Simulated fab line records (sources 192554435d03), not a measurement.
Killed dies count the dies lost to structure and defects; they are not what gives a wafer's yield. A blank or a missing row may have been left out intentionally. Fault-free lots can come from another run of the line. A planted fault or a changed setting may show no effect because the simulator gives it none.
A lot that was struck, set against a sound lot    flow n5_finfet    32 out of 1938 route steps
Sound: wafers L112.3, L112.5, L112.6. The struck wafers were L121.1, L121.2, L121.5. At the end, the cause is stated.
Order at every step that has rows: each side's tool, ch and its chambers, its first start. Under that, the readings that differ: sound wafers    struck wafers    difference of the means    sigmas: that difference in standard deviations of wafers without a fault.
alike: words and numbers the same on both sides, and readings whose means are apart by under 2 such deviations; not compared: readings that were withheld, readings missing a value for some wafer, numbers with overlapping values and no deviation given by the record, and bounds like >300 which may hide the same value.
The two part at a step that has a row with sigmas, a row that says differs or no value, or rows on one side only. When numbers do not overlap yet have no deviation, they are printed without sigmas and do not part them. A reading missing from all wafers of one side parts the sides only when that side holds two or more wafers.

first, 11 steps without rows for these wafers: N5_BEOL_M15_PRECLEAN_39 (cleans in residue remover, time 60 s); N5_BEOL_M15_SRD_40 (time 30 s, dry time 30 s); N5_BEOL_M15_DEGAS_41 (time 60 s); N5_BEOL_M15_PRE_CLEAN_42 (time 30 s); N5_BEOL_M15_SPUTTER_43 (material TaN, target thk 15 nm, time 24.19 s); N5_BEOL_M15_SPUTTER_44 (material Ta, target thk 15 nm, time 24.19 s); N5_BEOL_M15_SPUTTER_45 (material Cu, target thk 100 nm, time 16.67 s); N5_BEOL_M15_ECD_47 (material Cu, target thk 1860 nm); N5_BEOL_M15_ANNEAL_48 (time 90 s); N5_BEOL_M15_CMP_49 (polishes, stops on SiO2, t overpolish 4.9 s, target thk 850 nm); N5_BEOL_M15_PRE_CLEAN_52 (time 15 s).
N5_BEOL_M15_DEP_53: deposits SiCN from 3MS/NH3, target thk 50 nm, time 17.8 s.
  sound on pecvd-02 ch 0,2, day 13 18:41; struck on pecvd-02 ch 0,1,2, day 16 14:22
  alike: showerhead_plenum_p_Torr, throttle_valve_pct
N5_BEOL_M15_INSPECT_55: inspects for defects (darkfield).
  sound on defect_inspect-01, day 13 18:46; struck on defect_inspect-01, day 16 14:27
reading           sound     struck       difference  sigmas
raw_defect_count  68 65 95  732 757 731  +664        +29
then, 16 steps without rows for these wafers: N5_PASSIVATION_PECVD_00 (deposits SiO2 from SiH4/N2O, target thk 200 nm, time 11.2 s); N5_MIM_BOT_DEGAS_01 (time 60 s); N5_MIM_BOT_SPUTTER_00 (material TiN, target thk 35 nm, time 89.7 s); N5_MIM_TOP_ALD_00 (deposits Al2O3, purge time 3 s, co reactant pulse time 3 s); N5_MIM_TOP_ALD_01 (deposits HfO2, target thk 5.6 nm, pulse time 1 s, purge time 3 s); N5_MIM_TOP_ALD_02 (deposits Al2O3, purge time 3 s, co reactant pulse time 3 s); N5_MIM_TOP_DEGAS_04 (time 60 s); N5_MIM_TOP_SPUTTER_03 (material TiN, target thk 35 nm, time 89.7 s); N5_MIM_TOP_LITHO_HMDS_01 (time 60 s); N5_MIM_TOP_LITHO_COAT_02; N5_MIM_TOP_LITHO_EBR_04; N5_MIM_TOP_LITHO_SOFTBAKE_03 (time 90 s); N5_MIM_TOP_LITHO_EXPOSE_05 (exposes mask MIM TOP, target cd 2000 nm); N5_MIM_TOP_LITHO_PEB_06; N5_MIM_TOP_LITHO_DEVELOP_07 (develop time 60 s); N5_MIM_TOP_LITHO_HARDBAKE_09 (time 120 s).
N5_MIM_TOP_LITHO_INSPECT_12: inspects for defects (macro).
  sound on defect_inspect-01, day 13 22:47; struck on defect_inspect-02, day 16 22:20
reading           sound  struck          difference  sigmas
raw_defect_count  3 2 2  >300 >300 >300  differs     
then, 1 step without rows for these wafers: N5_MIM_TOP_LITHO_DESCUM_10 (chemistry O2, time 7.9 s).
N5_PASSIVATION_PROBE_49:
  sound on prober-01, day 14 10:44; struck on prober-01, day 17 08:07
reading                   sound           struck          difference  sigmas
defect_limited_yield (%)  90.6 92.2 93.7  81.5 86.9 81.7  -8.8        -6
killed_at_M4_up           12 7 7          144 80 148      +115        +26
killed_dies               111 92 74       218 155 216     +104        +6
sort_bin_5_function (%)   5.6 4.4 3.6     11.1 7.4 11.6   +5.5        +6
sort_n_pass               1069 1088 1106  962 1025 964    -104        -6
sort_yield_pct (%)        90.6 92.2 93.7  81.5 86.9 81.7  -8.8        -6
  alike: killed_at_M0_to_M3, killed_at_contacts, killed_at_front_end, killed_at_other, killed_on_rim, killed_open, killed_short, sort_bin_4_leakage, sort_bin_6_memory

## WHERE THEY PART
At N5_BEOL_M15_INSPECT_55 first; at N5_PASSIVATION_PROBE_49 last (within this record only).

WHY: whatever the simulator had introduced
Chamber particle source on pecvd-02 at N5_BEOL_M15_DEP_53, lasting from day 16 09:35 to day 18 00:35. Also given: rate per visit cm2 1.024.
